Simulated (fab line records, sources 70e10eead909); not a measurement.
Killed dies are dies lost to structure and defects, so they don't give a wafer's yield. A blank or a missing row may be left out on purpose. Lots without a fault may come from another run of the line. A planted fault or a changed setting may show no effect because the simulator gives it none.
fab line records | flow nand_harc | part 1 of 2: steps 1 to 22 of 31
record lots=5 wafers=15 last_day=32
route steps=1302 shown A_CHANNEL_HOLE_D1@477 A_CHANNEL_FILL_D1@490
lots that met no fault: from a run of the same line without faults
start_h: hours from the record's first day to the start of the lot's first wafer shown | wait_h: hours since the lot's step before | " the same as in the row above | L1.1+2: a row that stands for several wafers | - no value, or no start given | * or withheld: withheld | < > ~ a bound
route shown NAME@n: a module of which the file shows steps, and the number in the route of the first | usual: mean/standard deviation of fault-free wafers | same: alike in all rows | chamber/n: place in a boat | sites: the reading at each site | _std_site: their standard deviation | _edge_site: outer sites' mean less inner sites' | radius_mm: how far each site lies from the wafer's centre | mask NAME#n: copy n | behind: the tool/chamber that last shaped the wafer | hold: why the lot was held/for how many hours/how that ended | device: the transistor (n, p or np) that didn't switch | end of line: the same wafers' tests at the end of the route | a step without rows: its recipe alone | killed: dies lost to structure and defects at the first sort, not the wafer's yield | map: a wafer's dies, x killed, . not, _ none there
set.NAME: the setting as run; set.NAME@STEP: as run at that earlier step | model.NAME: the simulator's own value behind a step, which no gauge read
lots at some steps of the route; a table a step, a row a wafer
services: from which hour (start_h, from the record's first day; less than 0 if before it) a tool's chamber was out of use, for how many hours, and why
## steps
# step NHARC_A_CHANNEL_HOLE_D1_ETCH_25
# recipe bias_v=5000 source_w=withheld pressure_mtorr=20 time_s=1040.2 ar_flow_sccm=375 c4f8_flow_sccm=93.8 o2_flow_sccm=31.2 temp_c=-20 target_depth_a=15000 chemistry=C4F8/O2/Ar
# usual c4f8_flow_sccm=93.78/0.28 drypump_motor_current_A=5.9/0.68 showerhead_plenum_p_Torr=3.64/0.11 throttle_valve_pct=32.235/0.0091
# columns lot.wafer tool chamber start_h wait_h c4f8_flow_sccm drypump_motor_current_A rf_hours_counter_h showerhead_plenum_p_Torr throttle_valve_pct
L074.2 har_etch-01 1 176.60 0.6 93.86 4.9 79 3.70 32.224
L074.4 " 1 " " 94.10 4.9 - 3.70 32.239
L074.6 " 0 " " 93.71 6.3 - 3.73 32.241
L077.1 har_etch-01 1 209.68 0.7 93.90 4.8 98 3.69 32.238
L077.4 " 0 " " 93.13 6.3 - 3.72 32.248
L077.5 " 1 " " 93.53 4.8 - 3.69 32.242
L078.2 har_etch-01 1 227.19 0.7 93.29 4.9 105 3.69 32.228
L078.4 " 0 " " 93.96 6.3 - 3.72 32.224
L078.5 " 1 " " 93.17 4.9 - 3.69 32.225
L087.2 har_etch-02 1 314.89 0.6 94.14 6.3 378 3.43 32.249
L087.3 " 0 " " 93.36 6.4 - 3.64 32.227
L087.6 " 1 " " 93.77 6.4 - 3.43 32.259
L094.1 har_etch-01 0 400.32 0.7 93.76 6.3 201 3.67 32.240
L094.4 " 0 " " 94.18 6.3 - 3.67 32.230
L094.6 " 0 " " 93.93 6.3 - 3.67 32.238
# step NHARC_A_CHANNEL_HOLE_D1_ETCH_26
# recipe bias_v=300 source_w=2000 pressure_mtorr=30 time_s=224.1 ar_flow_sccm=375 c4f8_flow_sccm=11.4 o2_flow_sccm=113.6 temp_c=-20 target_depth_a=3000 chemistry=C4F8/O2/Ar
# usual bias_v=300/3.1 c4f8_flow_sccm=11.41/0.037 drypump_motor_current_A=5.9/0.67 showerhead_plenum_p_Torr=3.68/0.12 throttle_valve_pct=24.585/0.0092
# columns lot.wafer tool chamber start_h wait_h bias_v c4f8_flow_sccm drypump_motor_current_A rf_hours_counter_h showerhead_plenum_p_Torr throttle_valve_pct
L074.2 har_etch-01 1 177.48 0.7 298 11.43 4.8 79 3.75 24.583
L074.4 " 1 " " 302 11.43 4.8 - 3.75 24.588
L074.6 " 0 " " 296 11.39 6.3 - 3.79 24.584
L077.1 har_etch-01 1 210.44 0.6 297 11.43 4.8 98 3.74 24.605
L077.4 " 0 " " 300 11.34 6.3 - 3.78 24.572
L077.5 " 1 " " 295 11.39 4.9 - 3.74 24.583
L078.2 har_etch-01 1 227.96 0.6 304 11.38 4.9 106 3.74 24.596
L078.4 " 0 " " 301 11.36 6.3 - 3.77 24.590
L078.5 " 1 " " 306 11.42 4.8 - 3.74 24.582
L087.2 har_etch-02 1 315.65 0.6 296 11.36 6.4 379 3.46 24.583
L087.3 " 0 " " 295 11.35 6.4 - 3.69 24.592
L087.6 " 1 " " 297 11.38 6.3 - 3.46 24.583
L094.1 har_etch-01 0 401.09 0.6 301 11.43 6.3 202 3.72 24.580
L094.4 " 0 " " 298 11.37 6.3 - 3.72 24.589
L094.6 " 0 " " 302 11.43 6.3 - 3.72 24.586
# step NHARC_A_CHANNEL_HOLE_D1_ETCH_33
# recipe bias_v=400 source_w=2000 pressure_mtorr=25 time_s=90 ar_flow_sccm=375 c4f8_flow_sccm=41.7 o2_flow_sccm=83.3 temp_c=-20 target_depth_a=4000 chemistry=C4F8/O2/Ar
# usual bias_v=401/4 c4f8_flow_sccm=41.70/0.12 drypump_motor_current_A=5.9/0.68 showerhead_plenum_p_Torr=3.68/0.12 throttle_valve_pct=27.619/0.01
# columns lot.wafer tool chamber start_h wait_h bias_v c4f8_flow_sccm drypump_motor_current_A rf_hours_counter_h showerhead_plenum_p_Torr throttle_valve_pct
L074.2 har_etch-01 1 177.68 0.2 402 41.71 4.8 80 3.75 27.607
L074.4 " 1 " " 396 41.59 4.8 - 3.75 27.612
L074.6 " 0 " " 403 41.70 6.3 - 3.78 27.606
L077.1 har_etch-01 1 210.64 0.2 406 41.55 4.8 99 3.73 27.619
L077.4 " 0 " " 403 41.98 6.3 - 3.77 27.642
L077.5 " 1 " " 400 41.53 4.8 - 3.74 27.644
L078.2 har_etch-01 1 228.16 0.2 397 41.66 4.9 106 3.73 27.635
L078.4 " 0 " " 396 41.83 6.3 - 3.77 27.619
L078.5 " 1 " " 399 41.83 4.9 - 3.73 27.628
L087.2 har_etch-02 1 315.84 0.2 396 41.78 6.4 379 3.46 27.623
L087.3 " 0 " " 401 41.55 6.4 - 3.68 27.623
L087.6 " 1 " " 403 41.83 6.3 - 3.46 27.601
L094.1 har_etch-01 0 401.29 0.2 398 41.92 6.3 202 3.71 27.614
L094.4 " 0 " " 398 41.74 6.3 - 3.71 27.620
L094.6 " 0 " " 400 41.66 6.3 - 3.71 27.622
# step NHARC_A_CHANNEL_HOLE_D1_STRIP_41
# recipe n2_flow_sccm=150 h2_flow_sccm=150 ar_flow_sccm=0 bias_w=0 chemistry=N2/H2
# columns lot.wafer tool chamber start_h wait_h
L074.2+4+6 rie_diel-10 3,0,2 178.21 0.5
L077.1+4+5 rie_diel-04 0,1,0 211.13 0.5
L078.4+2+5 rie_diel-10 1,3,1 228.66 0.4
L087.3+2+6 rie_diel-10 2,1,2 316.34 0.4
L094.4+1+6 rie_diel-10 3,0,2 401.81 0.4
# step NHARC_A_CHANNEL_HOLE_D1_STRIP_42
# recipe cf4_flow_sccm=100 chf3_flow_sccm=30 ar_flow_sccm=0 bias_w=0 chemistry=CF4/CHF3
# columns lot.wafer tool chamber start_h wait_h
L074.2+6+4 rie_diel-10 0,2,3 178.33 0.1
L077.4+1+5 rie_diel-04 2,3,2 211.23 0.1
L078.2+4+5 rie_diel-10 3,2,0 228.75 0.1
L087.3+2+6 rie_diel-10 0,2,0 316.44 0.1
L094.1+4+6 rie_diel-10 1,3,2 401.88 0.1
# step NHARC_A_CHANNEL_HOLE_D1_STRIP_43
# recipe o2_flow_sccm=400 cos_flow_sccm=20 ar_flow_sccm=0 bias_w=0 chemistry=O2/COS
# columns lot.wafer tool chamber start_h wait_h
L074.2+6+4 rie_diel-10 3,3,2 178.39 0.1
L077.1+4+5 rie_diel-04 1,2,1 211.29 0.1
L078.2+4+5 rie_diel-10 2,3,1 228.82 0.1
L087.2+3+6 rie_diel-10 2,0,3 316.49 0.0
L094.4+1+6 rie_diel-10 2,3,3 401.94 0.1
# step NHARC_A_CHANNEL_HOLE_D1_ETCH_44
# recipe target_depth_a=1400 overetch_a=140 time_s=77 ion_energy_ev=100 cf4_flow_sccm=80 o2_flow_sccm=20 ar_flow_sccm=0 rf_w=300 bias_w=100 chemistry=CF4/O2
# usual drypump_motor_current_A=5.8/0.38 oes_product_au=0.999/0.0099 rf_vpp_V=198.0/1.3 showerhead_plenum_p_Torr=1.34/0.054 throttle_valve_pct=13.398/0.0089
# columns lot.wafer tool chamber start_h wait_h drypump_motor_current_A oes_product_au rf_hours_counter_h rf_vpp_V showerhead_plenum_p_Torr throttle_valve_pct
L074.2 rie_diel-10 0 178.47 0.1 5.9 1.013 8 197.8 1.30 13.402
L074.4 " 0 " " 5.9 1.012 - 197.9 1.30 13.403
L074.6 " 2 " " 6.0 0.994 - 197.9 1.30 13.397
L077.1 rie_diel-04 2 211.36 0.1 5.1 0.998 6 200.7 1.44 13.409
L077.4 " 0 " " 6.7 1.028 7 195.6 1.25 13.392
L077.5 " 2 " " 5.1 0.988 - 200.0 1.44 13.403
L078.2 rie_diel-10 2 228.88 0.1 6.1 0.980 11 197.9 1.30 13.413
L078.4 " 3 " " 6.2 0.982 13 199.7 1.37 13.392
L078.5 " 2 " " 6.0 0.977 - 198.4 1.30 13.393
L087.3 rie_diel-10 0 316.56 0.1 5.9 1.003 5 196.9 1.30 13.396
L087.2 " 3 " " 6.2 0.997 5 199.4 1.37 13.407
L087.6 " 0 " " 5.9 0.997 - 196.7 1.30 13.393
L094.4 rie_diel-10 2 402.01 0.1 6.0 0.998 10 196.3 1.29 13.402
L094.1 " 0 " " 5.9 0.997 11 197.1 1.30 13.396
L094.6 " 1 " " 5.4 1.004 - 198.2 1.36 13.397
# step NHARC_A_CHANNEL_HOLE_D1_STRIP_27
# recipe o2_flow_sccm=500 ar_flow_sccm=0 bias_w=0 chemistry=O2
# usual drypump_motor_current_A=5.9/0.38 oes_product_au=1.000/0.011 rf_vpp_V=57.8/0.94 showerhead_plenum_p_Torr=3.53/0.14 throttle_valve_pct=17.036/0.0092
# columns lot.wafer tool chamber start_h wait_h drypump_motor_current_A oes_product_au rf_hours_counter_h rf_vpp_V showerhead_plenum_p_Torr throttle_valve_pct
L074.2 rie_diel-10 2 - - 6.1 0.990 8 57.5 3.43 17.036
L074.6 " 2 " " 6.1 0.980 - 56.9 3.43 17.041
L074.4 " 0 " " 5.9 1.004 - 58.7 3.44 17.032
L077.1 rie_diel-04 0 - - 6.7 1.029 7 58.9 3.32 17.045
L077.4 " 1 " " 5.7 1.009 8 57.0 3.53 17.046
L077.5 " 1 " " 5.8 1.020 - 58.6 3.53 17.043
L078.4 rie_diel-10 1 - - 5.4 0.995 13 57.5 3.60 17.046
L078.2 " 2 " " 6.0 0.974 11 56.4 3.43 17.031
L078.5 " 3 " " 6.2 0.988 - 59.7 3.63 17.042
L087.3 rie_diel-10 0 - - 5.9 1.004 5 56.9 3.43 17.048
L087.2 " 1 " " 5.4 1.000 5 58.6 3.60 17.033
L087.6 " 3 " " 6.2 1.006 - 57.1 3.62 17.023
L094.4 rie_diel-10 3 - - 6.2 0.988 11 59.3 3.62 17.050
L094.1 " 2 " " 6.1 0.990 10 58.8 3.43 17.036
L094.6 " 0 " " 5.9 0.982 - 57.1 3.43 17.047
# step NHARC_A_CHANNEL_HOLE_D1_PRECLEAN_28
# recipe time_s=* temp_c=50 bath_age_min=0 chemistry=SC1
# columns lot.wafer tool chamber start_h wait_h
L074.4+6+2 wet_bench-06 4,5,6 179.24 -
L077.1+4+5 wet_bench-06 6,0,1 212.00 -
L078.2+4+5 wet_bench-02 4,5,6 229.54 -
L087.2+3+6 wet_bench-06 6,7,1 317.21 -
L094.1+4+6 wet_bench-02 6,1,2 402.66 -
# step NHARC_A_CHANNEL_HOLE_D1_SRD_29
# columns lot.wafer tool chamber start_h wait_h
L074.4+6+2 wet_bench-06 4,5,6 - -
L077.1+4+5 wet_bench-06 6,0,1 - -
L078.2+4+5 wet_bench-02 4,5,6 - -
L087.2+3+6 wet_bench-06 6,7,1 - -
L094.1+4+6 wet_bench-02 6,1,2 - -
# step NHARC_A_CHANNEL_HOLE_D1_CD_MEAS_30
# usual cd_nm=90.5/1.2
# columns lot.wafer tool chamber start_h wait_h cd_nm
L074.2 cd_sem-01 - 179.38 - 90.6
L074.4 " - " " 91.4
L074.6 " - " " 89.7
L077.1 cd_sem-01 - 212.14 - 90.7
L077.4 " - " " 91.0
L077.5 " - " " 87.8
L078.2 cd_sem-02 - 229.68 - 89.3
L078.4 " - " " 88.9
L078.5 " - " " 89.3
L087.2 cd_sem-03 - 317.35 - 88.7
L087.3 " - " " 88.5
L087.6 " - " " 88.8
L094.1 cd_sem-03 - 402.80 - 89.0
L094.4 " - " " 91.3
L094.6 " - " " 91.6
# step NHARC_A_CHANNEL_HOLE_D1_XSEM_31
# recipe landing_energy_ev=35000
# usual bot_cd_nm=74.9/1.4 bow_nm=8.63/0.29 tilt_deg=0.08/0.041
# columns lot.wafer tool chamber start_h wait_h bot_cd_nm bow_nm tilt_deg
L074.2 xsem-02 0 179.47 0.1 74.5 8.44 0.05
L074.4 " 0 " " 74.6 8.47 0.05
L074.6 " 0 " " 73.6 8.44 0.05
L077.1 xsem-02 0 212.24 0.1 74.3 8.66 0.03
L077.4 " 0 " " 74.4 8.68 0.03
L077.5 " 0 " " 71.2 8.66 0.03
L078.2 xsem-02 0 229.77 0.1 75.4 8.31 0.05
L078.4 " 0 " " 73.9 8.39 0.05
L078.5 " 0 " " 74.5 8.42 0.05
L087.2 xsem-02 0 317.44 0.1 73.5 8.53 0.12
L087.3 " 0 " " 73.9 8.60 0.12
L087.6 " 0 " " 73.4 8.59 0.12
L094.1 xsem-02 0 402.89 0.1 74.8 8.61 0.11
L094.4 " 0 " " 77.4 8.52 0.11
L094.6 " 0 " " 77.8 8.57 0.11
# step NHARC_A_CHANNEL_HOLE_D1_INSPECT_40
# usual raw_defect_count=68/26
# columns lot.wafer tool chamber start_h wait_h raw_defect_count
L074.2 defect_inspect-02 - 179.57 - 48
L074.4 " - " " 37
L074.6 " - " " 38
L077.1 defect_inspect-02 - 212.33 - 40
L077.4 " - " " 31
L077.5 " - " " 45
L078.2 defect_inspect-02 - 229.87 - 45
L078.4 " - " " 41
L078.5 " - " " 62
L087.2 defect_inspect-02 - 317.54 - 103
L087.3 " - " " 74
L087.6 " - " " 107
L094.1 defect_inspect-01 - 402.99 - 55
L094.4 " - " " 104
L094.6 " - " " 61
# step NHARC_A_CHANNEL_FILL_D1_PRECLEAN_00
# recipe time_s=* temp_c=50 bath_age_min=0 chemistry=SC1
# columns lot.wafer tool chamber start_h wait_h
L074.6+4+2 wet_bench-03 6,0,2 179.62 0.1
L077.1+5+4 wet_bench-03 4,5,0 212.38 0.1
L078.2+5+4 wet_bench-05 6,1,3 229.92 0.0
L087.2+3+6 wet_bench-07 0,1,2 317.59 0.0
L094.1+4+6 wet_bench-05 6,7,2 403.05 0.1
# step NHARC_A_CHANNEL_FILL_D1_SRD_01
# columns lot.wafer tool chamber start_h wait_h
L074.6+4+2 wet_bench-03 6,0,2 - -
L077.1+5+4 wet_bench-03 4,5,0 - -
L078.2+5+4 wet_bench-05 6,1,3 - -
L087.2+3+6 wet_bench-07 0,1,2 - -
L094.1+4+6 wet_bench-05 6,7,2 - -
# step NHARC_A_CHANNEL_FILL_D1_ALD_02
# recipe target_thk_a=60 pulse_time_s=10 ald_cycles=60 temp_c=300 material=SiO2
# usual heater_power_w=463/45 precursor_pulse_height_rel=0.998/0.021
# columns lot.wafer tool chamber start_h wait_h heater_power_w precursor_pulse_height_rel
L074.4 ald_hk-03 3 179.90 - 448 0.993
L074.2 " 0 " " 543 1.016
L074.6 " 2 " " 451 0.947
L077.4 ald_hk-03 3 212.53 - 441 0.985
L077.1 " 1 " " 441 1.010
L077.5 " 0 " " 531 1.003
L078.4 ald_hk-01 1 230.07 - 498 1.007
L078.2 " 2 " " 472 1.014
L078.5 " 2 " " 466 1.014
L087.2 ald_hk-03 0 317.73 - 513 0.990
L087.3 " 3 " " 435 0.986
L087.6 " 1 " " 440 0.983
L094.1 ald_hk-03 2 403.25 - 447 0.983
L094.4 " 0 " " 494 0.997
L094.6 " 2 " " 432 0.970
# step NHARC_A_CHANNEL_FILL_D1_ALD_03
# recipe target_thk_a=60 pulse_time_s=60 ald_cycles=58 temp_c=630 pressure_torr=2 material=SiNx
# usual chamber_pressure_Torr=2.001/0.004 precursor_pulse_height_rel=1.001/0.022
# columns lot.wafer tool chamber start_h wait_h chamber_pressure_Torr precursor_pulse_height_rel
L074.2 ald_sin_batch-02 0 - - 2.003 0.956
L074.4 " 0 " " 1.997 0.976
L074.6 " 0 " " 1.999 1.056
L077.1 ald_sin_batch-03 0 - - 2.000 1.005
L077.4 " 0 " " 1.999 0.988
L077.5 " 0 " " 1.998 1.018
L078.2 ald_sin_batch-01 0 - - 1.999 0.996
L078.4 " 0 " " 1.999 1.010
L078.5 " 0 " " 1.999 1.006
L087.2 ald_sin_batch-03 0 - - 2.002 0.988
L087.3 " 0 " " 1.995 0.994
L087.6 " 0 " " 1.991 0.979
L094.1 ald_sin_batch-01 0 - - 1.999 0.971
L094.4 " 0 " " 1.998 1.001
L094.6 " 0 " " 1.997 0.987
# step NHARC_A_CHANNEL_FILL_D1_ALD_14
# recipe target_thk_a=25 pulse_time_s=10 ald_cycles=25 temp_c=300 material=SiO2
# usual heater_power_w=472/52 precursor_pulse_height_rel=1.002/0.02
# columns lot.wafer tool chamber start_h wait_h heater_power_w precursor_pulse_height_rel
L074.2 ald_hk-02 1 186.77 0.1 413 1.019
L074.4 " 2 " " 382 0.989
L074.6 " 0 " " 444 0.962
L077.4 ald_hk-02 2 222.13 2.7 386 0.985
L077.1 " 1 " " 413 0.979
L077.5 " 2 " " 390 1.000
L078.2 ald_hk-02 1 237.08 0.0 411 1.007
L078.4 " 2 " " 388 1.019
L078.5 " 2 " " 391 1.007
L087.2 ald_hk-03 1 324.72 0.0 449 1.013
L087.3 " 3 " " 444 0.998
L087.6 " 1 " " 438 1.068
L094.1 ald_hk-02 0 410.19 0.1 446 0.997
L094.4 " 2 " " 386 0.956
L094.6 " 0 " " 456 0.987
# step NHARC_A_CHANNEL_FILL_D1_ALD_15
# recipe target_thk_a=20 pulse_time_s=60 ald_cycles=19 temp_c=630 pressure_torr=2 material=SiNx
# usual chamber_pressure_Torr=2.000/0.0037 precursor_pulse_height_rel=1.001/0.019
# columns lot.wafer tool chamber start_h wait_h chamber_pressure_Torr precursor_pulse_height_rel
L074.2 ald_sin_batch-02 0 - - 2.001 0.990
L074.4 " 0 " " 1.997 0.978
L074.6 " 0 " " 1.999 0.980
L077.1 ald_sin_batch-02 0 - - 2.002 1.028
L077.4 " 0 " " 2.002 0.973
L077.5 " 0 " " 2.005 0.996
L078.2 ald_sin_batch-02 0 - - 1.998 0.974
L078.4 " 0 " " 1.999 1.006
L078.5 " 0 " " 2.004 0.993
L087.2 ald_sin_batch-01 0 - - 1.997 0.998
L087.3 " 0 " " 1.996 1.016
L087.6 " 0 " " 1.992 1.007
L094.1 ald_sin_batch-01 0 - - 2.006 0.996
L094.4 " 0 " " 1.999 0.996
L094.6 " 0 " " 2.002 1.008
# step NHARC_A_CHANNEL_FILL_D1_ALD_16
# recipe target_thk_a=15 pulse_time_s=10 ald_cycles=15 temp_c=300 material=SiO2
# usual heater_power_w=470/46 precursor_pulse_height_rel=1.002/0.02
# columns lot.wafer tool chamber start_h wait_h heater_power_w precursor_pulse_height_rel
L074.2 ald_hk-01 1 193.46 1.6 496 1.016
L074.4 " 3 " " 566 0.974
L074.6 " 1 " " 500 0.981
L077.1 ald_hk-02 1 227.37 0.1 420 1.004
L077.4 " 2 " " 389 1.030
L077.5 " 0 " " 429 1.014
L078.4 ald_hk-03 2 242.32 0.1 457 0.972
L078.2 " 3 " " 450 0.995
L078.5 " 1 " " 442 0.978
L087.3 ald_hk-01 2 329.96 0.1 525 1.027
L087.2 " 0 " " 522 0.966
L087.6 " 1 " " 501 0.989
L094.4 ald_hk-01 2 415.30 0.0 524 0.965
L094.1 " 0 " " 533 1.016
L094.6 " 2 " " 526 0.976
# step NHARC_A_CHANNEL_FILL_D1_ANNEAL_17
# recipe temp_c=850 time_s=1800
# usual tube_center_temp_C_max=852.2/0.35 zone_power_top_pct=31.6/1.2
# columns lot.wafer tool chamber start_h wait_h tube_center_temp_C_max zone_power_top_pct
L074.2 furnace-04 0 196.86 - 852.5 31.4
L074.4 " 0 " " 851.7 30.8
L074.6 " 0 " " 852.1 31.1
L077.1 furnace-04 0 232.76 - 851.9 31.4
L077.4 " 0 " " 852.0 31.5
L077.5 " 0 " " 852.1 31.1
L078.2 furnace-04 0 245.53 - 852.1 31.3
L078.4 " 0 " " 852.2 30.8
L078.5 " 0 " " 852.2 31.4
L087.2 furnace-08 0 333.48 - 852.1 34.0
L087.3 " 0 " " 852.6 34.1
L087.6 " 0 " " 852.5 34.1
L094.1 furnace-04 0 418.54 - 852.2 31.0
L094.4 " 0 " " 852.4 31.2
L094.6 " 0 " " 851.8 31.1
# step NHARC_A_CHANNEL_FILL_D1_CVD_18
# recipe target_thk_a=30 temp_c=550 material=poly-Si
# usual zone_power_top_pct=14.2/0.87
# columns lot.wafer tool chamber start_h wait_h zone_power_top_pct
L074.2 lpcvd_poly-03 0 203.34 - 15.3
L074.4 " 0 " " 14.8
L074.6 " 0 " " 15.0
L077.1 lpcvd_poly-03 0 239.28 - 15.4
L077.4 " 0 " " 15.1
L077.5 " 0 " " 15.2
L078.2 lpcvd_poly-02 0 251.86 - 14.7
L078.4 " 0 " " 14.5
L078.5 " 0 " " 14.4
L087.2 lpcvd_poly-03 0 339.89 - 15.1
L087.3 " 0 " " 14.8
L087.6 " 0 " " 15.2
L094.1 lpcvd_poly-02 0 424.88 - 14.5
L094.4 " 0 " " 14.6
L094.6 " 0 " " 14.5
